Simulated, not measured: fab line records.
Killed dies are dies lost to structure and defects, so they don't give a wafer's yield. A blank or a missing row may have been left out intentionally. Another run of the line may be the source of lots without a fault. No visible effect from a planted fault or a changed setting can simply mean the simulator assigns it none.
Matching of chambers / flow n5-finfet / N5_BEOL_M10_CVD_75 on cvd-co-02: 3 sister chambers
The step deposits Co from CCTBA/H2, target thk 2 nm, time 138.9 s. 6 wafers are shown with their chamber, then 8 later ones without.

EACH WAFER AND ITS CHAMBER
wafer=L220.4; chamber=2; run-length-s (s)=161.5
wafer=L223.2; chamber=0; run-length-s (s)=161.5
wafer=L223.4; chamber=1; run-length-s (s)=162.0
wafer=L223.6; chamber=2; run-length-s (s)=161.9
wafer=L221.1; chamber=0; run-length-s (s)=161.6
wafer=L221.2; chamber=1; run-length-s (s)=161.9

WAFERS WHOSE CHAMBER IS MISSING
wafer=L221.5; run-length-s (s)=161.8
wafer=L222.2; run-length-s (s)=161.9
wafer=L222.4; run-length-s (s)=162.1
wafer=L222.5; run-length-s (s)=161.6
wafer=L233.1; run-length-s (s)=161.9
wafer=L233.4; run-length-s (s)=162.1
wafer=L231.2; run-length-s (s)=162.2
wafer=L231.4; run-length-s (s)=162.0

THE CHAMBER EACH PASSED THROUGH
wafer=L221.5; from the rows above=can't be placed: 2 or 1 or 0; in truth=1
wafer=L222.2; from the rows above=can't be placed: 1 or 2 or 0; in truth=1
wafer=L222.4; from the rows above=can't be placed: 1 or 2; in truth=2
wafer=L222.5; from the rows above=can't be placed: 0 or 2 or 1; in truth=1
wafer=L233.1; from the rows above=can't be placed: 1 or 2 or 0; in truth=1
wafer=L233.4; from the rows above=can't be placed: 1 or 2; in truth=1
wafer=L231.2; from the rows above=can't be placed: 1 or 2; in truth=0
wafer=L231.4; from the rows above=can't be placed: 1 or 2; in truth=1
Correct placement for 0 of the 8. These rows do not allow placing 8 (true chamber among the candidates in 7). 0 placed wrongly.
How it was worked out, from the rows above alone: a wafer's distance from a chamber is the root of the sum, over the readings, of the square of ((its reading less the chamber's mean) divided by the reading's scatter). If the next closest chamber is less than 2 further off than the closest, the wafer can't be placed; otherwise it belongs to the closest. Each chamber's mean is taken over the wafers shown for it. How the scatter is found: for the shown wafers, subtract from each reading the mean of its chamber, square and add these, divide the total by (wafers less chambers), then take the root.
